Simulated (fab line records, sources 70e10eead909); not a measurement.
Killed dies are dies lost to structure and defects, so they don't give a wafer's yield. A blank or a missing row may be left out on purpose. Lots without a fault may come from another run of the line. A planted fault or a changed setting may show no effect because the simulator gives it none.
fab line records | flow nand_harc
record lots=5 wafers=15 last_day=34
route steps=1302 shown THIN_TSV@1261 END@1301
lots that met no fault: from a run of the same line without faults
start_h: hours from the record's first day to the start of the lot's first wafer shown | wait_h: hours since the lot's step before | " the same as in the row above | L1.1+2: a row that stands for several wafers | - no value, or no start given | * or withheld: withheld | < > ~ a bound
route shown NAME@n: a module of which the file shows steps, and the number in the route of the first | usual: mean/standard deviation of fault-free wafers | same: alike in all rows | chamber/n: place in a boat | sites: the reading at each site | _std_site: their standard deviation | _edge_site: outer sites' mean less inner sites' | radius_mm: how far each site lies from the wafer's centre | mask NAME#n: copy n | behind: the tool/chamber that last shaped the wafer | hold: why the lot was held/for how many hours/how that ended | device: the transistor (n, p or np) that didn't switch | end of line: the same wafers' tests at the end of the route | a step without rows: its recipe alone | killed: dies lost to structure and defects at the first sort, not the wafer's yield | map: a wafer's dies, x killed, . not, _ none there
set.NAME: the setting as run; set.NAME@STEP: as run at that earlier step | model.NAME: the simulator's own value behind a step, which no gauge read
lots at some steps of the route; a table a step, a row a wafer
services: from which hour (start_h, from the record's first day; less than 0 if before it) a tool's chamber was out of use, for how many hours, and why
## steps
# step NHARC_THIN_TSV_DESCUM_14
# recipe time_s=3 o2_flow_sccm=200 ar_flow_sccm=0 bias_power_w=0 chemistry=O2
# step NHARC_THIN_TSV_ETCH_44
# recipe target_depth_a=15942 time_s=797.1 cf4_flow_sccm=150 o2_flow_sccm=10 ar_flow_sccm=0 rf_w=300 bias_w=800 chemistry=CF4/O2
# step NHARC_THIN_TSV_ETCH_15
# recipe target_depth_a=30000 bosch_target_overetch_cycles=2 bosch_etch_step_s=2.8 bosch_dep_step_s=1.2 bosch_cycles=14
# step NHARC_THIN_TSV_CD_MEAS_16
# usual cd_nm=998.5/2.2
# columns lot.wafer tool chamber start_h wait_h cd_nm
L365.2 cd_sem-03 - 565.87 0.1 996.1
L365.4 " - " " 995.7
L365.6 " - " " 998.1
L368.1 cd_sem-01 - 602.90 0.1 997.0
L368.2 " - " " 998.6
L368.4 " - " " 1001.2
L372.3 cd_sem-03 - 654.17 0.1 996.3
L372.5 " - " " 999.1
L372.6 " - " " 997.3
L385.2 cd_sem-01 - 782.49 0.1 1000.9
L385.3 " - " " 997.5
L385.5 " - " " 996.6
L386.2 cd_sem-02 - 801.88 0.1 994.0
L386.4 " - " " 996.0
L386.6 " - " " 997.5
# step NHARC_THIN_TSV_STRIP_45
# recipe power_w=1500 temp_c=250 chemistry=O2
# step NHARC_THIN_TSV_STRIP_46
# recipe time_s=1200 temp_c=72.5 chemistry=post_etch_residue_remover
# step NHARC_THIN_TSV_DEP_47
# recipe target_thk_a=2000 temp_c=withheld pressure_torr=6.5 rf_w=900 teos_flow_sccm=161.4 flow_sccm=2650 target_thk_nm=200 gas=O2 material=SiO2
# usual chamber_pressure_Torr=6.501/0.015 showerhead_vpp_V=1810/83 throttle_valve_pct=15.7/0.49
# columns lot.wafer tool chamber start_h wait_h chamber_pressure_Torr showerhead_vpp_V throttle_valve_pct
L365.2 pecvd-01 0 566.74 - 6.503 1722 16.3
L365.4 " 0 " " 6.486 1718 16.1
L365.6 " 2 " " 6.493 1817 15.8
L368.2 pecvd-03 2 603.78 - 6.495 1820 15.0
L368.1 " 0 " " 6.484 1796 15.5
L368.4 " 1 " " 6.507 1871 16.3
L372.3 pecvd-04 1 655.04 - 6.493 1655 15.8
L372.6 " 2 " " 6.500 1874 15.6
L372.5 " 0 " " 6.512 1905 14.4
L385.3 pecvd-04 1 783.36 - 6.478 1689 16.3
L385.2 " 2 " " 6.497 1931 15.5
L385.5 " 1 " " 6.505 1668 15.9
L386.2 pecvd-01 2 802.79 - 6.525 1821 15.8
L386.4 " 2 " " 6.521 1858 15.8
L386.6 " 0 " " 6.506 1710 16.3
# step NHARC_THIN_TSV_ETCHBACK_48
# recipe target_depth_a=10285 over_etch_frac=0.3 time_s=405.17 ion_energy_ev=250 c4f8_flow_sccm=withheld ar_flow_sccm=withheld rf_w=600 bias_w=300 chemistry=C4F8/Ar
# step NHARC_THIN_TSV_STRIP_62
# recipe power_w=1500 temp_c=250 time_s=20 chemistry=N2/H2
# step NHARC_THIN_TSV_DEGAS_49
# recipe temp_c=300 time_s=120
# step NHARC_THIN_TSV_PRE_CLEAN_50
# recipe time_s=30 temp_c=280 gas=H2/He
# usual heater_power_w=402/24
# columns lot.wafer tool chamber start_h wait_h heater_power_w
L365.4 pvd_sputter-02 - - - 424
L365.2 " - " " 409
L365.6 " - " " 458
L368.1 pvd_sputter-01 - - - 427
L368.4 " - " " 405
L368.2 " - " " 384
L372.3 pvd_sputter-01 - - - 423
L372.6 " - " " 392
L372.5 " - " " 393
L385.2 pvd_sputter-03 - - - 420
L385.3 " - " " 386
L385.5 " - " " 414
L386.4 pvd_sputter-02 - - - 426
L386.2 " - " " 419
L386.6 " - " " 415
# step NHARC_THIN_TSV_PVD_19
# recipe target_thk_a=200 chamber_pressure_pa=5 material=TaN
# step NHARC_THIN_TSV_PVD_51
# recipe target_thk_a=1000 chamber_pressure_pa=5 material=Cu
# usual throttle_valve_pct=30.2/0.87
# columns lot.wafer tool chamber start_h wait_h throttle_valve_pct
L365.4 pvd_sputter-02 - 568.09 - 28.2
L365.2 " - " " 30.6
L365.6 " - " " 27.8
L368.2 pvd_sputter-01 - 604.97 - 31.9
L368.4 " - " " 30.5
L368.1 " - " " 30.4
L372.3 pvd_sputter-01 - 656.29 - 31.9
L372.5 " - " " 30.4
L372.6 " - " " 30.4
L385.2 pvd_sputter-03 - 784.57 - 29.5
L385.3 " - " " 30.9
L385.5 " - " " 29.7
L386.4 pvd_sputter-02 - 803.98 - 30.2
L386.2 " - " " 29.9
L386.6 " - " " 28.7
# step NHARC_THIN_TSV_ECD_20
# recipe target_thk_a=20000 material=Cu
# step NHARC_THIN_TSV_ANNEAL_52
# recipe temp_c=225 time_s=90
# usual wafer_temp_C_max=225.68/0.22
# columns lot.wafer tool chamber start_h wait_h wafer_temp_C_max
L365.2 rtp_anneal-02 0 569.08 0.7 225.50
L365.4 " 0 " " 225.85
L365.6 " 0 " " 225.94
L368.1 rtp_anneal-01 0 605.89 0.5 225.79
L368.2 " 0 " " 225.56
L368.4 " 0 " " 225.56
L372.3 rtp_anneal-01 0 657.28 0.5 225.46
L372.5 " 0 " " 225.47
L372.6 " 0 " " 225.65
L385.2 rtp_anneal-01 0 785.51 0.7 225.80
L385.3 " 0 " " 225.75
L385.5 " 0 " " 225.90
L386.2 rtp_anneal-02 0 804.91 0.6 225.89
L386.4 " 0 " " 225.76
L386.6 " 0 " " 225.76
# step NHARC_THIN_TSV_CMP_21
# recipe t_overpolish_s=30 target_thk_nm=2000
# usual motor_current_A=11.9/1.2 overpolish_run_s=30.001/0.0086 slurry_flow_ml_min=150.0/0.47
# columns lot.wafer tool chamber start_h wait_h motor_current_A overpolish_run_s slurry_flow_ml_min
L365.4 cmp-04 1 569.39 - 12.4 29.993 149.5
L365.2 " 3 " " 11.4 30.012 149.2
L365.6 " 2 " " 12.4 30.007 149.8
L368.4 cmp-03 2 606.24 - 11.5 29.997 150.2
L368.2 " 3 " " 12.9 30.009 149.1
L368.1 " 0 " " 12.2 30.007 149.9
L372.3 cmp-04 0 657.61 - 12.6 29.984 149.1
L372.5 " 1 " " 12.1 30.007 150.0
L372.6 " 2 " " 13.0 29.998 149.2
L385.2 cmp-03 2 785.86 - 11.7 29.998 150.2
L385.3 " 3 " " 13.0 30.001 149.9
L385.5 " 0 " " 12.4 29.990 148.9
L386.4 cmp-02 3 805.23 - 11.3 29.996 150.6
L386.2 " 1 " " 10.1 30.003 149.3
L386.6 " 3 " " 11.2 30.006 150.3
# step NHARC_THIN_TSV_SRD_23
# step NHARC_THIN_TSV_DEGAS_53
# recipe temp_c=300 time_s=60
# step NHARC_THIN_TSV_PRE_CLEAN_54
# recipe time_s=30 temp_c=280 gas=H2/He
# step NHARC_THIN_TSV_PVD_55
# recipe target_thk_a=500 material=TiN
# step NHARC_THIN_TSV_PVD_24
# recipe target_thk_a=8000 power_w=withheld chamber_pressure_pa=withheld substrate_temp_c=withheld time_s=withheld gas=Ar material=Al
# step NHARC_THIN_TSV_DEHYDRATE_25
# recipe temp_c=150 time_s=120
# step NHARC_THIN_TSV_HMDS_26
# recipe time_s=30
# step NHARC_THIN_TSV_COAT_27
# recipe spin_rpm=*
# step NHARC_THIN_TSV_SOFTBAKE_28
# recipe temp_c=122 time_s=95
# step NHARC_THIN_TSV_EBR_29
# step NHARC_THIN_TSV_EXPOSE_30
# recipe na=0.55 dose_mj=11.47 mask_id=PAD
# step NHARC_THIN_TSV_PEB_31
# recipe peb_temp_c=118 peb_time_s=85
# step NHARC_THIN_TSV_DEVELOP_32
# recipe time_s=70
# step NHARC_THIN_TSV_CD_MEAS_33
# recipe target_cd_nm=5000 landing_energy_ev=500
# usual cd_nm=5000.2/2.2
# columns lot.wafer tool chamber start_h wait_h cd_nm
L365.2 cd_sem-02 0 571.00 - 5000.2
L365.4 " 0 " " 4995.0
L365.6 " 0 " " 4993.9
L368.1 cd_sem-03 0 607.70 - 4995.8
L368.2 " 0 " " 4999.3
L368.4 " 0 " " 4999.5
L372.3 cd_sem-02 0 659.00 - 4999.0
L372.5 " 0 " " 4999.1
L372.6 " 0 " " 5001.0
L385.2 cd_sem-03 0 787.39 - 5001.3
L385.3 " 0 " " 5001.3
L385.5 " 0 " " 5003.1
L386.2 cd_sem-03 0 806.67 - 5000.6
L386.4 " 0 " " 5001.1
L386.6 " 0 " " 4997.0
# step NHARC_THIN_TSV_HARDBAKE_34
# recipe temp_c=125 time_s=80
# step NHARC_THIN_TSV_DESCUM_35
# recipe time_s=3 o2_flow_sccm=200 ar_flow_sccm=0 bias_power_w=0 chemistry=O2
# step NHARC_THIN_TSV_ETCH_59
# recipe target_depth_a=8800 icp_w=900 bias_w=100 Cl2_flow_sccm=60 bcl3_flow_sccm=30 time_s=138.1 chemistry=Cl2/BCl3
# usual drypump_motor_current_A=5.9/0.44 oes_product_au=1.004/0.014 throttle_valve_pct=22.264/0.0087
# columns lot.wafer tool chamber start_h wait_h drypump_motor_current_A oes_product_au rf_hours_counter_h throttle_valve_pct
L365.2 rie_metal-01 0 571.29 0.1 5.1 1.017 3.0 22.261
L365.4 " 0 " " 5.1 1.000 - 22.254
L365.6 " 0 " " 5.1 1.008 - 22.263
L368.2 rie_metal-03 0 607.99 0.1 5.8 1.026 1.3 22.264
L368.1 " 1 " " 6.1 0.974 1.3 22.272
L368.4 " 1 " " 6.1 0.992 - 22.271
L372.3 rie_metal-03 0 659.36 0.1 5.8 1.024 - 22.283
L372.6 " 0 " " 5.7 1.023 - 22.260
L372.5 " 1 " " 6.2 0.972 - 22.264
L385.2 rie_metal-02 0 787.74 0.1 6.3 1.017 2.4 22.272
L385.3 " 0 " " 6.4 1.015 - 22.262
L385.5 " 1 " " 5.6 0.996 - 22.265
L386.2 rie_metal-03 0 806.99 0.1 5.8 1.007 1.7 22.256
L386.4 " 1 " " 6.1 0.991 - 22.254
L386.6 " 1 " " 6.1 0.987 - 22.266
# step NHARC_THIN_TSV_ETCH_36
# recipe target_depth_a=650 over_etch_frac=0.3 time_s=18.571 ion_energy_ev=150 chemistry=Cl2/BCl3
# step NHARC_THIN_TSV_STRIP_56
# recipe power_w=1500 temp_c=250 chemistry=O2
# step NHARC_THIN_TSV_STRIP_57
# recipe time_s=1200 temp_c=72.5 chemistry=post_etch_residue_remover
# step NHARC_THIN_TSV_CD_MEAS_37
# usual cd_nm=4999/3.2
# columns lot.wafer tool chamber start_h wait_h cd_nm
L365.2 cd_sem-01 - 572.43 - 4997
L365.4 " - " " 4993
L365.6 " - " " 4992
L368.1 cd_sem-02 - 609.15 - 4992
L368.2 " - " " 4997
L368.4 " - " " 5000
L372.3 cd_sem-03 - 660.44 - 4997
L372.5 " - " " 5000
L372.6 " - " " 4999
L385.2 cd_sem-01 - 788.88 - 5002
L385.3 " - " " 4998
L385.5 " - " " 4999
L386.2 cd_sem-02 - 808.11 - 4994
L386.4 " - " " 4997
L386.6 " - " " 4993
# step NHARC_THIN_TSV_ANNEAL_58
# recipe temp_c=400 time_s=1800
# step NHARC_END_WLT_00
# usual VT_DECK1_BOTTOM=0.869/0.0083 VT_DECK1_BOTTOM_INNER=0.869/0.0079 VT_DECK1_MEDIAN_NEAR_BOTTOM=0.869/0.0075 VT_DECK1_MEDIAN_NEAR_BOTTOM_INNER=0.870/0.0081 VT_DECK1_MIDDLE=0.882/0.0074 VT_DECK1_MIDDLE_INNER=0.882/0.0079 VT_DECK1_TOP=0.893/0.0076 VT_DECK1_TOP_INNER=0.894/0.0076 VT_DECK2_BOTTOM=0.873/0.008 VT_DECK2_BOTTOM_INNER=0.873/0.0071 VT_DECK2_MEDIAN_NEAR_BOTTOM=0.875/0.0076 VT_DECK2_MEDIAN_NEAR_BOTTOM_INNER=0.875/0.0076 VT_DECK2_MIDDLE=0.885/0.0067 VT_DECK2_MIDDLE_INNER=0.886/0.0071 VT_DECK2_TOP=0.895/0.0068 VT_DECK2_TOP_INNER=0.895/0.0074
# columns lot.wafer tool chamber start_h wait_h VT_DECK1_BOTTOM VT_DECK1_BOTTOM_INNER VT_DECK1_MEDIAN_NEAR_BOTTOM VT_DECK1_MEDIAN_NEAR_BOTTOM_INNER VT_DECK1_MIDDLE VT_DECK1_MIDDLE_INNER VT_DECK1_TOP VT_DECK1_TOP_INNER VT_DECK2_BOTTOM VT_DECK2_BOTTOM_INNER VT_DECK2_MEDIAN_NEAR_BOTTOM VT_DECK2_MEDIAN_NEAR_BOTTOM_INNER VT_DECK2_MIDDLE VT_DECK2_MIDDLE_INNER VT_DECK2_TOP VT_DECK2_TOP_INNER
L365.2 prober-02 - 575.28 0.5 0.867 0.872 0.868 0.874 0.880 0.888 0.891 0.900 0.859 0.860 0.861 0.861 0.878 0.872 0.892 0.879
L365.4 " - 576.28 1.5 0.862 0.862 0.866 0.869 0.878 0.872 0.882 0.890 0.871 0.873 0.877 0.870 0.883 0.878 0.890 0.889
L365.6 " - 577.28 2.5 0.872 0.859 0.860 0.859 0.884 0.886 0.893 0.886 0.863 0.872 0.864 0.866 0.888 0.876 0.898 0.890
L368.1 prober-01 - 613.78 0.0 0.877 0.871 0.862 0.874 0.883 0.884 0.898 0.895 0.862 0.872 0.871 0.872 0.881 0.885 0.891 0.883
L368.2 " - " " 0.868 0.877 0.869 0.875 0.884 0.884 0.888 0.895 0.867 0.860 0.864 0.865 0.879 0.882 0.890 0.893
L368.4 " - 615.28 1.5 0.861 0.871 0.872 0.861 0.884 0.872 0.891 0.902 0.872 0.870 0.876 0.879 0.882 0.883 0.887 0.895
L372.3 prober-02 - 666.34 1.1 0.879 0.878 0.873 0.871 0.893 0.884 0.894 0.893 0.886 0.874 0.879 0.878 0.895 0.895 0.909 0.901
L372.5 " - 667.34 2.1 0.875 0.872 0.880 0.871 0.886 0.880 0.894 0.904 0.867 0.874 0.871 0.884 0.896 0.887 0.898 0.899
L372.6 " - " " 0.870 0.881 0.868 0.875 0.890 0.889 0.892 0.900 0.879 0.870 0.880 0.881 0.887 0.892 0.899 0.900
L385.2 prober-02 - 797.75 0.6 0.868 0.873 0.879 0.877 0.894 0.881 0.894 0.895 0.875 0.874 0.877 0.870 0.885 0.890 0.899 0.897
L385.3 " - " " 0.884 0.879 0.873 0.875 0.883 0.883 0.899 0.895 0.879 0.879 0.881 0.878 0.889 0.888 0.894 0.896
L385.5 " - 799.26 2.1 0.868 0.868 0.872 0.871 0.881 0.888 0.897 0.888 0.874 0.871 0.874 0.860 0.885 0.884 0.897 0.894
L386.2 prober-01 - 814.62 0.5 0.883 0.872 0.873 0.883 0.890 0.895 0.902 0.899 0.861 0.866 0.862 0.863 0.881 0.870 0.884 0.884
L386.4 " - 815.62 1.5 0.873 0.869 0.876 0.876 0.895 0.893 0.903 0.907 0.867 0.866 0.859 0.872 0.876 0.881 0.886 0.874
L386.6 " - 816.62 2.5 0.890 0.887 0.890 0.896 0.888 0.894 0.897 0.904 0.861 0.871 0.867 0.871 0.882 0.878 0.879 0.887
# step NHARC_END_SORT_01
# recipe temp_c=25
# usual defect_limited_yield=91.0/2.5 killed_at_array=56/17 killed_at_other=0.9/1.2 killed_at_periphery=3.9/2.5 killed_dies=61/17 killed_open=3.2/1.8 killed_short=2.7/1.7
# same gross_dies=677
# columns lot.wafer tool chamber start_h wait_h defect_limited_yield[%] killed_at_array killed_at_other killed_at_periphery killed_dies killed_open killed_short
L365.2 prober-02 0 578.59 2.8 91.4 55 0 3 58 1 4
L365.4 prober-02 0 580.19 3.4 93.1 46 0 1 47 3 2
L365.6 prober-02 0 581.79 4.0 92.5 47 0 4 51 5 4
L368.1 prober-01 0 616.78 2.5 92.6 50 0 0 50 2 1
L368.2 prober-01 0 617.58 2.8 94.1 36 3 1 40 4 1
L368.4 prober-01 0 619.18 3.4 93.8 38 2 2 42 3 1
L372.3 prober-02 0 669.98 3.1 86.1 52 42 0 94 5 2
L372.5 prober-02 0 671.61 3.8 92.3 49 1 2 52 6 4
L372.6 prober-02 0 672.43 4.1 92.5 49 1 1 51 2 0
L385.2 prober-02 0 801.06 2.8 92.0 51 0 3 54 2 1
L385.3 prober-02 0 801.86 3.1 90.1 64 0 3 67 1 4
L385.5 prober-02 0 803.46 3.7 88.5 72 1 5 78 3 6
L386.2 prober-01 0 817.92 2.8 89.7 63 0 7 70 1 5
L386.4 prober-01 0 819.53 3.4 89.4 68 1 3 72 3 2
L386.6 prober-01 0 821.13 4.0 87.7 76 0 7 83 4 0
# killed by level:class
L365.2 A_CHANNEL_HOLE_D2:chamber_film_flake=36 A_CHANNEL_HOLE_D1:chamber_film_flake=5 A_CONTACT:chamber_film_flake=3 A_WL_FILL:geometric_particle:short=2 A_ZERO_WELL:chamber_film_flake=2 P_STI:geometric_particle:short=1 A_ONON_D1:geometric_particle:open=1 A_CHANNEL_FILL_D2:geometric_particle:short=1
L365.4 A_CHANNEL_HOLE_D2:chamber_film_flake=33 A_STAIRCASE:chamber_film_flake=3 A_CHANNEL_FILL_D2:chamber_film_flake=2 A_CONTACT:chamber_film_flake=2 A_DECK1_JOINT:geometric_particle:short=1 A_SLIT:geometric_particle:short=1 A_BLC:geometric_particle:open=1 A_M0:geometric_particle:open=1
L365.6 A_CHANNEL_HOLE_D2:chamber_film_flake=31 A_CHANNEL_FILL_D2:chamber_film_flake=3 P_CONTACT:geometric_particle:open=2 A_CHANNEL_FILL_D1:chamber_film_flake=2 A_STAIRCASE:chamber_film_flake=2 A_SLIT:chamber_film_flake=2 P_M0:geometric_particle:open=1 P_M1:geometric_particle:short=1
L368.1 A_SLIT:chamber_film_flake=20 A_CHANNEL_HOLE_D2:chamber_film_flake=14 A_STAIRCASE:chamber_film_flake=8 A_CHANNEL_HOLE_D1:chamber_film_flake=3 A_CONTACT:chamber_film_flake=2 A_ONON_D1:geometric_particle:open=1 A_WL_FILL:geometric_particle:short=1 A_BLC:geometric_particle:open=1
L368.2 A_SLIT:chamber_film_flake=13 A_STAIRCASE:chamber_film_flake=8 A_CHANNEL_HOLE_D2:chamber_film_flake=4 A_CHANNEL_HOLE_D1:chamber_film_flake=3 A_WL_FILL:chamber_film_flake=2 THIN_TSV:chamber_film_flake=2 A_ONON_D1:geometric_particle:open=1 A_CHANNEL_FILL_D1:geometric_particle:open=1
L368.4 A_SLIT:chamber_film_flake=13 A_CHANNEL_HOLE_D1:chamber_film_flake=8 A_STAIRCASE:chamber_film_flake=8 A_WL_FILL:chamber_film_flake=5 A_CONTACT:chamber_film_flake=2 THIN_TSV:chamber_film_flake=2 P_STI:geometric_particle:open=1 P_M1:geometric_particle:open=1
L372.3 THIN_TSV:unspecified=42 A_CHANNEL_HOLE_D1:chamber_film_flake=37 A_BLC:geometric_particle:open=2 A_CHANNEL_FILL_D2:chamber_film_flake=2 A_CHANNEL_FILL_D1:geometric_particle:open=1 A_CHANNEL_FILL_D1:geometric_particle:short=1 A_CONTACT:geometric_particle:short=1 A_CONTACT:geometric_particle:open=1
L372.5 A_CHANNEL_HOLE_D1:chamber_film_flake=31 A_BONDPAD:chamber_film_flake=4 P_CONTACT:geometric_particle:short=2 A_CHANNEL_HOLE_D2:unspecified=2 A_SOURCE_PLATE:geometric_particle:open=1 A_ONON_D1:geometric_particle:open=1 A_CHANNEL_FILL_D1:geometric_particle:open=1 A_CHANNEL_FILL_D1:geometric_particle:short=1
L372.6 A_CHANNEL_HOLE_D1:chamber_film_flake=33 A_SLIT:chamber_film_flake=4 A_CONTACT:chamber_film_flake=4 A_DECK1_JOINT:chamber_film_flake=2 A_CHANNEL_FILL_D2:chamber_film_flake=2 A_CHANNEL_HOLE_D2:geometric_particle:open=1 A_M0:geometric_particle:open=1 P_GATE:chamber_film_flake=1
L385.2 A_CHANNEL_HOLE_D1:chamber_film_flake=14 A_SLIT:chamber_film_flake=13 A_CHANNEL_HOLE_D2:chamber_film_flake=12 A_CHANNEL_FILL_D2:chamber_film_flake=3 P_ZERO_WELL:chamber_film_flake=2 A_DECK1_JOINT:chamber_film_flake=2 A_STAIRCASE:chamber_film_flake=2 P_CONTACT:geometric_particle:open=1
L385.3 A_CHANNEL_HOLE_D2:chamber_film_flake=35 A_SLIT:chamber_film_flake=11 A_CHANNEL_HOLE_D1:chamber_film_flake=5 A_CONTACT:chamber_film_flake=3 A_M0:chamber_film_flake=3 P_M0:geometric_particle:short=1 A_ONON_D1:geometric_particle:short=1 A_ONON_D1:geometric_particle:open=1
L385.5 A_SLIT:chamber_film_flake=25 A_CHANNEL_HOLE_D2:chamber_film_flake=17 A_CHANNEL_HOLE_D1:chamber_film_flake=13 A_CONTACT:chamber_film_flake=4 A_CHANNEL_FILL_D1:geometric_particle:short=2 A_BLC:geometric_particle:open=2 P_ZERO_WELL:chamber_film_flake=2 P_GATE:chamber_film_flake=2
L386.2 A_SLIT:chamber_film_flake=22 A_CHANNEL_HOLE_D2:chamber_film_flake=22 P_CONTACT:chamber_film_flake=4 A_STAIRCASE:chamber_film_flake=4 A_CONTACT:chamber_film_flake=4 A_BLC:chamber_film_flake=3 A_ONON_D2:geometric_particle:short=2 P_ZERO_WELL:chamber_film_flake=2
L386.4 A_SLIT:chamber_film_flake=33 A_CHANNEL_HOLE_D2:chamber_film_flake=14 A_BLC:chamber_film_flake=9 A_CONTACT:chamber_film_flake=5 A_ONON_D2:geometric_particle:short=1 A_WL_FILL:geometric_particle:short=1 A_BLC:geometric_particle:open=1 A_M0:geometric_particle:open=1
L386.6 A_CHANNEL_HOLE_D2:chamber_film_flake=27 A_SLIT:chamber_film_flake=27 A_CONTACT:chamber_film_flake=7 A_STAIRCASE:chamber_film_flake=5 P_CONTACT:chamber_film_flake=4 A_BLC:chamber_film_flake=4 A_DECK1_JOINT:chamber_film_flake=2 P_M0:geometric_particle:open=1
# map L372.3 (x killed, . not)
____________.____________
_________......._________
_______..........._______
______.............______
_____..x............_____
____..xx........x....____
____xx.xx........x.x.____
___x.xxx.x............___
___xxxxxx.............___
__.xx.xx...............__
__.xx.xx.x...x.........__
_.x.xx..x..............._
_...xxxxx..............._
_.....x....x............_
_.x....................._
_.....................x._
.........................
.........................
..................x......
.........................
...x.....................
_....................xx._
_.....................xx_
_.................x..xxx_
_..x...............xxxxx_
_..................xxxxx_
__................xxxxx__
__.................xxxx__
___....x......x..xxxxx___
___..........x....xxxx___
____.x.............xx____
____..........x....xx____
_____.............xx_____
______.............______
_______..........._______
_________......._________
____________.____________
# map L368.1 (x killed, . not)
____________.____________
_________......._________
_______..........._______
______.............______
_____...........x..._____
____.................____
____................x____
___..................x___
___x..............x...___
__.............x.......__
__.....................__
_......................._
_......................._
_..............x........_
_............x.x........_
_...........x.x..xx....._
..............x.x........
...........x..xxx.x......
.............xxx.x.......
............xxxxxxx......
.x...x.....x..x.xx.......
_.............x.x.x....._
_.............xx.x......_
_...............xx......_
_..............x........_
_.............x........._
__............x........__
__.....................__
___.............x.....___
___...................___
____.................____
____.................____
_____..............._____
______.............______
_______..........x_______
_________......._________
____________.____________
## services
# columns tool chamber start_h hours kind
cmp-04 - 543.09 6.2 repair
pecvd-04 1 544.18 4.7 repair
cmp-03 - 553.43 0.4 repair
pecvd-01 1 564.12 6.0 repair
pvd_sputter-01 - 565.69 4.7 repair
cmp-03 - 575.57 4.0 pm
pvd_sputter-01 - 582.17 10.0 pm
cmp-04 - 623.77 4.0 pm
pecvd-04 - 631.56 13.0 pm
pvd_sputter-02 - 638.00 10.0 pm
pecvd-01 - 673.27 13.0 pm
cmp-03 - 673.57 4.0 pm
pecvd-04 - 678.00 1.0 repair
rie_metal-03 - 696.00 9.0 pm
cmp-03 - 697.77 1.9 repair
pvd_sputter-03 - 704.00 10.0 pm
cmp-04 - 705.76 1.7 repair
cmp-04 - 712.35 0.6 repair
cmp-04 - 721.77 4.0 pm
pvd_sputter-01 - 760.17 10.0 pm
pvd_sputter-02 - 780.06 3.6 repair
pvd_sputter-01 - 781.69 1.0 repair
rie_metal-03 - 784.34 1.2 repair
rie_metal-03 - 798.79 0.1 repair
## key
first_sign step=NHARC_END_SORT_01 reading=killed_at_other direction=up sigmas=33 usual=0.9 struck=42
more_kills_born_at NHARC_THIN_TSV_PVD_51@pvd_sputter-01=42
met_at NHARC_THIN_TSV_PVD_51
struck_wafers L372.3
onset_between 604.97 656.29
fault kind=chamber_particle_source tool=pvd_sputter-01 chamber=- onset_h=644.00 steps=NHARC_THIN_TSV_PVD_51 rate_per_visit_cm2=1.3144 end_h=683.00 scope=struck_wafers_only
